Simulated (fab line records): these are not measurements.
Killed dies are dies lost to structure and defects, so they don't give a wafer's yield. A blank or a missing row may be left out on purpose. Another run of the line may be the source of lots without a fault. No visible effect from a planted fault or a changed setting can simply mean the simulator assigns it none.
fab line records | flow nand_harc
record: lots: 12 wafers: 36 last_day: 33
route steps=1302 shown P_BONDPAD@374 A_SOURCE_PLATE@415 A_ONON_D1@425 END@1302
lots untouched by any fault: they come from a run of this same line in which no faults occurred
start_h: the number of hours between the record's first day and the start of the first shown wafer of the lot | wait_h: how many hours have passed since the lot's step before this one | " identical to the entry in the row above | L1.1+2: a single row standing in for several wafers | - either no value or no given start | * or withheld: withheld | < > ~ a bound
route shown NAME@n: NAME is a module with steps in the file, n the number in the route of the first one | usual: mean/standard deviation of fault-free wafers | same: alike in all rows | chamber/n: place in a boat | sites: the reading at each site | _std_site: the values' standard deviation | _edge_site: mean of outer sites minus mean of inner sites | radius_mm: how far each site lies from the wafer's centre | mask NAME#n: copy n | behind: the tool/chamber that last shaped the wafer | hold: what put the lot on hold/how long, in hours/how the hold closed | device: names the non-switching transistor (n, p or np) | end of line: tests run on the same wafers once the route is complete | a step given without rows: its recipe and nothing more | killed: at the first sort, the dies lost to defects and structure; wafer yield is something else | map: dies across one wafer; x = killed, . = not, _ = none there
set.NAME: the setting that was run; set.NAME@STEP: the one run at that earlier step | model.NAME: the simulator's own value behind a step, which no gauge read
steps of the route over a sample of lots; a table a step, a row a wafer
services: the hour from which a tool's chamber was out of use, counted from the record's first day as start_h (under 0 if before that day), plus the number of hours and why
== steps ==
step: NHARC_P_BONDPAD_DEGAS_25
recipe: temp_c: 300 time_s: 60
usual: heater_power_w: 465/47
columns lot.wafer tool chamber start_h wait_h heater_power_w
L749.3 pvd_sputter-03 - 159.54 - 484
L749.6 " - " " 446
L749.5 " - " " 457
L750.2 pvd_sputter-02 - 166.18 - 435
L750.1 " - " " 517
L750.3 " - " " 488
L751.4 pvd_sputter-01 - 172.25 - 560
L751.1 " - " " 380
L751.5 " - " " 562
L752.4 pvd_sputter-01 - 185.02 - 415
L752.5 " - " " 423
L752.6 " - " " 563
L753.1 pvd_sputter-02 - 194.31 - 491
L753.4 " - " " 503
L753.2 " - " " 511
L754.2 pvd_sputter-02 - 211.52 - 488
L754.3 " - " " 510
L754.6 " - " " 483
L755.2 pvd_sputter-03 - 211.99 - 490
L755.5 " - " " 482
L755.6 " - " " 428
L758.3 pvd_sputter-03 - 245.86 - 415
L758.4 " - " " 437
L758.2 " - " " 484
L763.2 pvd_sputter-02 - 303.05 - 434
L763.3 " - " " 501
L763.6 " - " " 432
L765.1 pvd_sputter-01 - 314.52 - 409
L765.5 " - " " 409
L765.6 " - " " 578
L766.1 pvd_sputter-02 - 332.27 - 504
L766.3 " - " " 473
L766.5 " - " " 519
L768.4 pvd_sputter-02 - 354.82 - 522
L768.1 " - " " 420
L768.5 " - " " 502
step: NHARC_P_BONDPAD_ACTIVATE_29
recipe: time_s: 60 n2_flow_sccm: 200 ar_flow_sccm: 0 bias_power_w: 0 chemistry: N2
usual: drypump_motor_current_A: 5.6/0.5 oes_product_au: 1.001/0.0083 rf_vpp_V: 64.0/0.91 showerhead_plenum_p_Torr: 1.74/0.079
columns lot.wafer tool chamber start_h wait_h drypump_motor_current_A oes_product_au rf_hours_counter_h rf_vpp_V showerhead_plenum_p_Torr
L749.3 rie_diel-12 0 161.22 0.1 5.2 0.994 3.3 63.3 1.64
L749.5 " 1 " " 5.3 0.994 - 64.7 1.89
L749.6 " 2 " " 5.8 1.005 - 62.7 1.68
L750.3 rie_diel-02 1 168.11 0.1 4.9 1.007 2.8 63.8 1.78
L750.2 " 2 " " 5.3 0.992 2.7 64.8 1.86
L750.1 " 3 " " 6.6 0.980 2.7 64.6 1.79
L751.1 rie_diel-02 2 173.96 0.1 5.3 0.997 2.9 65.0 1.86
L751.4 " 3 " " 6.6 0.997 2.9 66.4 1.79
L751.5 " 1 " " 4.8 1.004 - 65.0 1.78
L752.5 rie_diel-12 2 186.76 0.1 5.8 1.011 - 65.1 1.68
L752.6 " 3 " " 5.9 1.006 - 63.5 1.69
L752.4 " 0 " " 5.2 1.007 - 63.2 1.64
L753.1 rie_diel-10 0 196.02 0.1 5.4 0.980 7.0 63.3 1.77
L753.2 " 1 " " 6.3 0.992 7.0 64.4 1.80
L753.4 " 2 " " 6.4 0.987 - 62.4 1.69
L754.3 rie_diel-12 2 213.20 0.1 5.8 1.008 6.7 64.2 1.68
L754.2 " 0 " " 5.2 1.014 7.1 64.1 1.64
L754.6 " 2 " " 5.9 1.005 - 64.7 1.68
L755.2 rie_diel-02 0 213.67 0.1 5.4 1.000 3.7 64.2 1.74
L755.5 " 0 " " 5.4 1.009 - 63.9 1.74
L755.6 " 1 " " 4.9 1.004 - 63.5 1.78
L758.2 rie_diel-12 2 247.55 0.1 5.8 0.992 8.7 64.3 1.68
L758.3 " 3 " " 5.9 0.990 9.1 61.9 1.69
L758.4 " 0 " " 5.2 1.004 9.0 63.4 1.64
L763.2 rie_diel-12 2 304.75 0.1 5.8 1.010 1.8 62.5 1.68
L763.3 " 1 " " 5.3 0.991 1.8 64.1 1.89
L763.6 " 2 " " 5.8 1.012 - 62.2 1.68
L765.1 rie_diel-12 0 316.26 0.1 5.2 1.022 2.9 62.8 1.64
L765.5 " 2 " " 5.8 1.004 - 63.2 1.68
L765.6 " 3 " " 5.9 1.010 - 63.1 1.68
L766.3 rie_diel-12 2 333.94 0.1 5.9 0.989 3.6 62.5 1.68
L766.1 " 0 " " 5.2 1.007 4.0 63.0 1.64
L766.5 " 3 " " 5.9 0.996 - 63.5 1.68
L768.4 rie_diel-02 2 356.49 0.1 5.4 0.994 4.3 65.0 1.86
L768.1 " 0 " " 5.4 1.000 3.5 64.9 1.74
L768.5 " 2 " " 5.4 0.992 - 63.8 1.86
step: NHARC_A_SOURCE_PLATE_OXIDE_02
recipe: target_thk_a: 100 temp_c: 900 ox_time_s: 1362 material: SiO2
usual: zone_power_bottom_pct: 26.5/1.6 zone_power_centre_pct: 19.0/1.5
columns lot.wafer tool chamber start_h wait_h zone_power_bottom_pct zone_power_centre_pct
L749.3 furnace-06 0 165.08 - 28.1 20.7
L749.5 " 0 " " 28.0 20.7
L749.6 " 0 " " 28.3 20.7
L750.1 furnace-06 0 173.58 - 27.7 20.9
L750.2 " 0 " " 27.9 20.4
L750.3 " 0 " " 28.3 20.5
L751.1 furnace-05 0 183.09 - 25.3 17.3
L751.4 " 0 " " 25.0 17.2
L751.5 " 0 " " 25.9 17.3
L752.4 furnace-05 0 192.57 - 25.3 17.4
L752.5 " 0 " " 25.7 17.3
L752.6 " 0 " " 25.3 17.3
L753.1 furnace-05 0 202.04 - 25.7 17.2
L753.2 " 0 " " 25.8 17.7
L753.4 " 0 " " 25.9 17.2
L754.2 furnace-06 0 218.62 - 28.5 20.6
L754.3 " 0 " " 28.1 20.3
L754.6 " 0 " " 28.1 20.4
L755.2 furnace-06 0 218.62 - 28.2 20.7
L755.5 " 0 " " 27.8 20.3
L755.6 " 0 " " 28.1 20.7
L758.2 furnace-06 - 253.04 - - -
L758.3 " - " " - -
L758.4 " - " " - -
L758.2 furnace-01 0 256.96 0.3 25.6 19.5
L758.3 " 0 " " 26.0 19.8
L758.4 " 0 " " 25.8 19.5
L763.2 furnace-05 0 310.73 - 25.2 17.4
L763.3 " 0 " " 25.9 17.4
L763.6 " 0 " " 26.2 17.4
L763.2 furnace-01 0 314.90 0.5 23.7 18.8
L763.3 " 0 " " 23.7 18.6
L763.6 " 0 " " 23.9 18.7
L765.1 furnace-05 0 322.21 - 25.4 17.6
L765.5 " 0 " " 25.7 17.2
L765.6 " 0 " " 25.6 17.5
L766.1 furnace-06 0 339.63 - 28.1 20.9
L766.3 " 0 " " 28.4 20.5
L766.5 " 0 " " 27.9 20.2
L766.1 furnace-01 0 345.30 1.9 23.7 18.6
L766.3 " 0 " " 23.9 19.1
L766.5 " 0 " " 23.7 18.6
L768.1 furnace-01 0 362.83 - 23.6 18.8
L768.4 " 0 " " 24.1 18.9
L768.5 " 0 " " 24.0 18.7
step: NHARC_A_SOURCE_PLATE_THK_MEAS_09
recipe: thk_meas_gauge: ellipsometry
usual: thk_nm: 9.6/0.95
columns lot.wafer tool chamber start_h wait_h thk_nm
L749.3 film_metro-02 - 169.11 0.4 11.0
L749.5 " - " " 11.4
L749.6 " - " " 10.9
L750.1 film_metro-01 - 177.64 0.4 11.9
L750.2 " - " " 10.1
L750.3 " - " " 11.6
L751.1 film_metro-01 - 187.12 0.4 9.7
L751.4 " - " " 10.7
L751.5 " - " " 10.6
L752.4 film_metro-02 - 196.59 0.4 8.6
L752.5 " - " " 10.5
L752.6 " - " " 7.9
L753.1 film_metro-01 - 206.04 0.4 8.7
L753.2 " - " " 10.3
L753.4 " - " " 9.9
L754.2 film_metro-01 - 222.71 0.4 10.1
L754.3 " - " " 10.7
L754.6 " - " " 7.4
L755.2 film_metro-02 - 222.71 0.4 9.2
L755.5 " - " " 9.9
L755.6 " - " " 9.0
L758.2 film_metro-02 - 261.31 0.7 15.8
L758.3 " - " " 15.6
L758.4 " - " " 16.1
L763.2 film_metro-01 - 319.31 0.7 16.8
L763.3 " - " " 15.9
L763.6 " - " " 14.7
L765.1 film_metro-01 - 326.27 0.4 9.8
L765.5 " - " " 9.0
L765.6 " - " " 11.0
L766.1 film_metro-02 - 349.71 0.7 15.3
L766.3 " - " " 16.2
L766.5 " - " " 14.6
L768.1 film_metro-01 - 366.92 0.4 9.8
L768.4 " - " " 9.0
L768.5 " - " " 8.8
step: NHARC_A_ONON_D1_THK_MEAS_02
recipe: thk_meas_gauge: ellipsometry
usual: thk_nm: 1001/8.9
columns lot.wafer tool chamber start_h wait_h thk_nm
L749.3 film_metro-01 - 182.28 - 998
L749.5 " - " " 998
L749.6 " - " " 996
L750.1 film_metro-02 - 190.86 - 1001
L750.2 " - " " 1000
L750.3 " - " " 1001
L751.1 film_metro-02 - 201.59 - 997
L751.4 " - " " 997
L751.5 " - " " 995
L752.4 film_metro-02 - 210.30 - 991
L752.5 " - " " 992
L752.6 " - " " 991
L753.1 film_metro-01 - 219.77 - 993
L753.2 " - " " 994
L753.4 " - " " 992
L755.2 film_metro-02 - 236.52 - 1000
L755.5 " - " " 998
L755.6 " - " " 1000
L754.2 film_metro-01 - 236.52 - 1010
L754.3 " - " " 1011
L754.6 " - " " 1009
L758.2 film_metro-02 - 271.25 - 1005
L758.3 " - " " 1006
L758.4 " - " " 1006
L763.2 film_metro-02 - 328.20 - 989
L763.3 " - " " 991
L763.6 " - " " 989
L765.1 film_metro-01 - 341.06 - 1004
L765.5 " - " " 1006
L765.6 " - " " 1005
L766.1 film_metro-01 - 358.03 - 1001
L766.3 " - " " 1003
L766.5 " - " " 1002
L768.1 film_metro-01 - 380.15 - 1013
L768.4 " - " " 1014
L768.5 " - " " 1014
step: NHARC_END_SORT_01
recipe: temp_c: 25
usual: killed_at_array: 52/17 killed_at_other: 0.8/1.1 killed_at_periphery: 3.2/2.2 killed_dies: 57/17 killed_open: 3.4/1.8 killed_short: 2.4/1.6
same: gross_dies: 677
columns lot.wafer tool chamber start_h wait_h killed_at_array killed_at_other killed_at_periphery killed_dies killed_open killed_short
L766.5 prober-01 0 768.39 3.7 37 0 2 39 2 1
killed by level:class
L766.5 A_CHANNEL_HOLE_D1:chamber_film_flake=17 A_SLIT:chamber_film_flake=6 A_STAIRCASE:chamber_film_flake=5 A_CONTACT:chamber_film_flake=5 P_STI:chamber_film_flake=2 A_SOURCE_PLATE:geometric_particle:open=1 A_ONON_D2:geometric_particle:open=1 A_ONON_D2:geometric_particle:short=1
== services ==
columns tool chamber start_h hours kind
rie_diel-10 3 140.09 128.0 repair
rie_diel-12 1 143.56 7.6 repair
rie_diel-12 0 149.42 - clean
rie_diel-12 1 165.33 30.3 repair
pvd_sputter-03 - 170.91 10.0 pm
furnace-05 - 171.95 3.7 repair
rie_diel-02 2 174.18 7.8 repair
rie_diel-10 1 196.41 7.7 repair
furnace-01 - 206.00 26.0 pm
rie_diel-12 1 209.77 32.7 repair
rie_diel-02 - 216.70 9.0 pm
pvd_sputter-03 - 217.20 2.5 repair
pvd_sputter-01 - 226.00 10.0 pm
rie_diel-10 - 243.62 9.0 pm
rie_diel-02 0 247.03 18.9 repair
rie_diel-12 - 268.42 9.0 pm
pvd_sputter-02 - 276.17 1.2 repair
rie_diel-02 3 276.56 3.8 repair
pvd_sputter-02 - 282.08 10.0 pm
pvd_sputter-02 - 292.59 1.7 repair
pvd_sputter-03 - 312.77 0.8 repair
rie_diel-10 3 343.77 7.8 repair
pvd_sputter-03 - 348.91 10.0 pm
pvd_sputter-01 - 350.29 4.9 repair
== key ==
first_sign: step: NHARC_A_SOURCE_PLATE_OXIDE_02 reading: visit direction: added
effect: step: NHARC_A_SOURCE_PLATE_THK_MEAS_09 reading: thk_nm direction: up sigmas: 6.3 usual: 9.6 struck: 15.6
met_at NHARC_A_SOURCE_PLATE_OXIDE_02
struck_lots L758,L763,L766
tester_left_out L758,L763,L766
not_acting_at NHARC_P_BONDPAD_DEGAS_25,NHARC_P_BONDPAD_ACTIVATE_29,NHARC_A_ONON_D1_THK_MEAS_02
fault: kind: repeated_step_whole tool: furnace-01,furnace-05,furnace-06 chamber: - onset_h: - steps: NHARC_A_SOURCE_PLATE_OXIDE_02 times: 1 scope: struck_lots_only
tester_left_out: of these lots the tester's yield and bins aren't shown, on N5 and GAA mostly nor the transistor test; their killed dies are dies lost to structure and defects alone, not to doping, threshold or leakage, so they don't give the yield
